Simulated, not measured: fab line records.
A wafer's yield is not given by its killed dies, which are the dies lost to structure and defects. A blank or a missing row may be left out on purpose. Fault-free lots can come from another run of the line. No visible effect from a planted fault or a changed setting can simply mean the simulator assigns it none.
Chamber matching -- flow n5-finfet -- 3 sister chambers for N5_BEOL_M3_PECVD_72 on pecvd-02
The step deposits SiO2 from TEOS/O2, target thk 16 nm, time 18 s. 6 wafers are shown with their chamber, then 9 later ones without.

== WAFERS PAIRED WITH THEIR CHAMBERS ==
wafer,chamber,throttle-valve-pct (%),heater-power-outer-w (W)
L100.3,1,22.2,395
L102.3,0,22.9,366
L102.4,2,21.4,556
L103.1,0,22.7,413
L103.5,1,22.5,370
L103.6,2,21.3,569

== WAFERS WITH NO CHAMBER GIVEN ==
wafer,throttle-valve-pct (%),heater-power-outer-w (W)
L105.1,23.1,354
L105.3,22.3,408
L105.5,21.5,521
L113.3,21.0,459
L113.5,20.9,463
L113.6,22.3,377
L116.4,22.3,335
L116.5,21.7,543
L116.6,20.9,441

== WHICH CHAMBER EACH WENT THROUGH ==
wafer,from the rows above,in truth
L105.1,0,0
L105.3,1,1
L105.5,2,2
L113.3,2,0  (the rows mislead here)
L113.5,2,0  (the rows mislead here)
L113.6,1,1
L116.4,can't be placed: 1 or 0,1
L116.5,2,2
L116.6,2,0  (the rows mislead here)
Correct placement for 5 of the 9. From these rows, 1 cannot be placed; in 1 the true chamber is one of the candidates. 3 placed wrongly.
How it was worked out, from the rows above alone: a wafer's distance from a chamber is the root of the sum, over the readings, of the square of ((its reading less the chamber's mean) divided by the reading's scatter). If the next closest chamber is less than 2 further off than the closest, the wafer can't be placed; otherwise it belongs to the closest. The mean given for a chamber averages the wafers shown for that chamber. The scatter: the root of (the sum of the squares of (reading less its chamber's mean) over the shown wafers, divided by (wafers less chambers)).
